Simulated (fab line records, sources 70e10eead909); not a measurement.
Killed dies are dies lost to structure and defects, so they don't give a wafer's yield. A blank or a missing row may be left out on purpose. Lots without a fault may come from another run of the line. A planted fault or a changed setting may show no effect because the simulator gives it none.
Chamber matching | flow nand_harc | NHARC_A_CONTACT_ETCH_31 on rie_diel-03: 4 sister chambers
The step etches the open film in O2/COS, target depth 2000 nm, time 520 s. 8 wafers are shown with their chamber, then 8 later ones without.

WAFERS WITH THEIR CHAMBER
wafer  | chamber | showerhead_plenum_p_Torr (Torr) | drypump_motor_current_A (A)
L184.2 | 0       | 3.03                            | 5.9
L188.3 | 2       | 3.13                            | 5.8
L185.2 | 0       | 3.03                            | 5.9
L185.3 | 1       | 3.31                            | 5.4
L185.5 | 1       | 3.31                            | 5.4
L186.5 | 3       | 2.97                            | 6.5
L186.6 | 2       | 3.13                            | 5.9
L191.1 | 3       | 2.96                            | 6.5

WAFERS WITHOUT THEIR CHAMBER
wafer  | showerhead_plenum_p_Torr (Torr) | drypump_motor_current_A (A)
L191.5 | 3.12                            | 5.9
L191.6 | 2.96                            | 6.6
L189.1 | 2.96                            | 6.5
L189.3 | 3.03                            | 5.9
L189.5 | 2.96                            | 6.5
L190.3 | 3.02                            | 5.9
L190.5 | 3.02                            | 5.8
L190.6 | 3.31                            | 5.4

WHICH CHAMBER EACH WENT THROUGH
wafer  | from the rows above | in truth
L191.5 | 2                   | 2
L191.6 | 3                   | 3
L189.1 | 3                   | 3
L189.3 | 0                   | 0
L189.5 | 3                   | 3
L190.3 | 0                   | 0
L190.5 | 0                   | 0
L190.6 | 1                   | 1
Placed correctly: 8 of 8. Can't be placed from these rows: 0. Placed wrongly: 0.
How it was worked out, from the rows above alone: a wafer's distance from a chamber is the root of the sum, over the readings, of the square of ((its reading less the chamber's mean) divided by the reading's scatter). The wafer belongs to the nearest chamber; if the next one is less than 2 further off, it can't be placed. A chamber's mean is the mean of its shown wafers. The scatter: the root of (the sum of the squares of (reading less its chamber's mean) over the shown wafers, divided by (wafers less chambers)).
